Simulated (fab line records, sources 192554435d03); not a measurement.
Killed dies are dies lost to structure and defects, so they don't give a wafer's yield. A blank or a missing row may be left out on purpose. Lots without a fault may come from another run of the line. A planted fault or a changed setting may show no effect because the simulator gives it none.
Chamber matching | flow n5_finfet | N5_MOL_CONTACT_COAG_STRIP_96 on rie_diel-05: 4 sister chambers
The step strips in N2/H2. 4 wafers are shown with their chamber, then 10 later ones without.

WAFERS WITH THEIR CHAMBER
wafer  | chamber | throttle_valve_pct (%)
L092.1 | 1       | 18.6
L092.2 | 3       | 18.9
L094.3 | 0       | 18.9
L094.4 | 2       | 20.1

WAFERS WITHOUT THEIR CHAMBER
wafer  | throttle_valve_pct (%)
L094.6 | 18.9
L095.2 | 18.6
L095.5 | 20.2
L095.6 | 18.9
L096.4 | 18.9
L096.5 | 18.9
L096.6 | 20.2
L097.2 | 18.7
L097.4 | 18.9
L097.6 | 18.9

WHICH CHAMBER EACH WENT THROUGH
wafer  | from the rows above          | in truth
L094.6 | can't be placed: 0 or 3      | 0
L095.2 | 1                            | 1
L095.5 | 2                            | 2
L095.6 | can't be placed: 0 or 3      | 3
L096.4 | can't be placed: 0 or 3      | 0
L096.5 | can't be placed: 0 or 3      | 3
L096.6 | 2                            | 2
L097.2 | can't be placed: 1 or 0 or 3 | 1
L097.4 | can't be placed: 0 or 3      | 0
L097.6 | can't be placed: 0 or 3      | 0
Placed correctly: 3 of 10. Can't be placed from these rows: 7 (the true chamber is among the candidates in 7). Placed wrongly: 0.
How it was worked out, from the rows above alone: a wafer's distance from a chamber is the root of the sum, over the readings, of the square of ((its reading less the chamber's mean) divided by the reading's scatter). The wafer belongs to the nearest chamber; if the next one is less than 2 further off, it can't be placed. A chamber's mean is the mean of its shown wafers. The scatter: with one shown wafer a chamber, the root of the mean of the squares of how far each hidden wafer lies from its nearest shown one.
